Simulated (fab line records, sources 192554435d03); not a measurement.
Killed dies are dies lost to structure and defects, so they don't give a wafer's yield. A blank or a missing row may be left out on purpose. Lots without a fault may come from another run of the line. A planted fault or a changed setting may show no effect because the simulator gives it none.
Chamber matching | flow n5_finfet | N5_SD_EPI_N_ETCH_34 on rie_diel-03: 4 sister chambers
The step etches SiARC in CF4, target depth 45.5 nm, time 75.8 s. 4 wafers are shown with their chamber, then 10 later ones without.

WAFERS WITH THEIR CHAMBER
wafer  | chamber | showerhead_plenum_p_Torr (Torr)
L087.4 | 3       | 2.12
L089.1 | 0       | 2.11
L090.3 | 1       | 2.21
L090.5 | 2       | 2.04

WAFERS WITHOUT THEIR CHAMBER
wafer  | showerhead_plenum_p_Torr (Torr)
L090.6 | 2.21
L091.1 | 2.21
L091.4 | 2.11
L091.5 | 2.12
L094.1 | 2.12
L094.4 | 2.04
L094.5 | 2.21
L097.1 | 2.11
L097.3 | 2.03
L097.5 | 2.12

WHICH CHAMBER EACH WENT THROUGH
wafer  | from the rows above | in truth
L090.6 | 1                   | 1
L091.1 | 1                   | 1
L091.4 | 0                   | 0
L091.5 | 3                   | 3
L094.1 | 3                   | 3
L094.4 | 2                   | 2
L094.5 | 1                   | 1
L097.1 | 0                   | 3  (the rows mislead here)
L097.3 | 2                   | 2
L097.5 | 3                   | 3
Placed correctly: 9 of 10. Can't be placed from these rows: 0. Placed wrongly: 1.
How it was worked out, from the rows above alone: a wafer's distance from a chamber is the root of the sum, over the readings, of the square of ((its reading less the chamber's mean) divided by the reading's scatter). The wafer belongs to the nearest chamber; if the next one is less than 2 further off, it can't be placed. A chamber's mean is the mean of its shown wafers. The scatter: with one shown wafer a chamber, the root of the mean of the squares of how far each hidden wafer lies from its nearest shown one.
